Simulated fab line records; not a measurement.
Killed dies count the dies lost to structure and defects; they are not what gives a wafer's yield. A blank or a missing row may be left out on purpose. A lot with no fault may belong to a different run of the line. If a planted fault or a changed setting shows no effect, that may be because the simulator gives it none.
Chamber matching || flow n5Finfet || 4 sister chambers for N5_BEOL_M13_ETCH_59 on rieDiel-04
The step etches BARC in N2/H2, target depth 89 nm, overetch 26.7 nm, time 67.9 s. 4 wafers are shown with their chamber, then 11 later ones without.

WAFERS, EACH WITH ITS CHAMBER
{"wafer": "L078.6", "chamber": 2, "drypumpMotorCurrentA (A)": 4.8}
{"wafer": "L083.5", "chamber": 1, "drypumpMotorCurrentA (A)": 5.7}
{"wafer": "L082.6", "chamber": 3, "drypumpMotorCurrentA (A)": 6.4}
{"wafer": "L086.1", "chamber": 0, "drypumpMotorCurrentA (A)": 5.3}

WAFERS WITHOUT THEIR CHAMBER
{"wafer": "L086.2", "drypumpMotorCurrentA (A)": 6.4}
{"wafer": "L086.3", "drypumpMotorCurrentA (A)": 5.6}
{"wafer": "L090.1", "drypumpMotorCurrentA (A)": 4.8}
{"wafer": "L090.2", "drypumpMotorCurrentA (A)": 5.7}
{"wafer": "L090.6", "drypumpMotorCurrentA (A)": 5.7}
{"wafer": "L092.2", "drypumpMotorCurrentA (A)": 5.3}
{"wafer": "L092.4", "drypumpMotorCurrentA (A)": 4.7}
{"wafer": "L092.6", "drypumpMotorCurrentA (A)": 6.4}
{"wafer": "L096.1", "drypumpMotorCurrentA (A)": 4.8}
{"wafer": "L096.3", "drypumpMotorCurrentA (A)": 5.3}
{"wafer": "L096.5", "drypumpMotorCurrentA (A)": 6.4}

CHAMBER TAKEN BY EACH
{"wafer": "L086.2", "from the rows above": 3, "in truth": 3}
{"wafer": "L086.3", "from the rows above": 1, "in truth": 1}
{"wafer": "L090.1", "from the rows above": 2, "in truth": 2}
{"wafer": "L090.2", "from the rows above": 1, "in truth": 1}
{"wafer": "L090.6", "from the rows above": 1, "in truth": 1}
{"wafer": "L092.2", "from the rows above": 0, "in truth": 0}
{"wafer": "L092.4", "from the rows above": 2, "in truth": 2}
{"wafer": "L092.6", "from the rows above": 3, "in truth": 3}
{"wafer": "L096.1", "from the rows above": 2, "in truth": 2}
{"wafer": "L096.3", "from the rows above": 0, "in truth": 0}
{"wafer": "L096.5", "from the rows above": 3, "in truth": 3}
Placed correctly: 11 of 11. From these rows, 0 cannot be placed. 0 placed wrongly.
How it was worked out, from the rows above alone: a wafer's distance from a chamber is the root of the sum, over the readings, of the square of ((its reading less the chamber's mean) divided by the reading's scatter). If the next closest chamber is less than 2 further off than the closest, the wafer can't be placed; otherwise it belongs to the closest. A chamber's mean is the mean of its shown wafers. The scatter (one wafer shown for each chamber): square how far every hidden wafer sits from the nearest shown wafer, average those squares and take the square root.
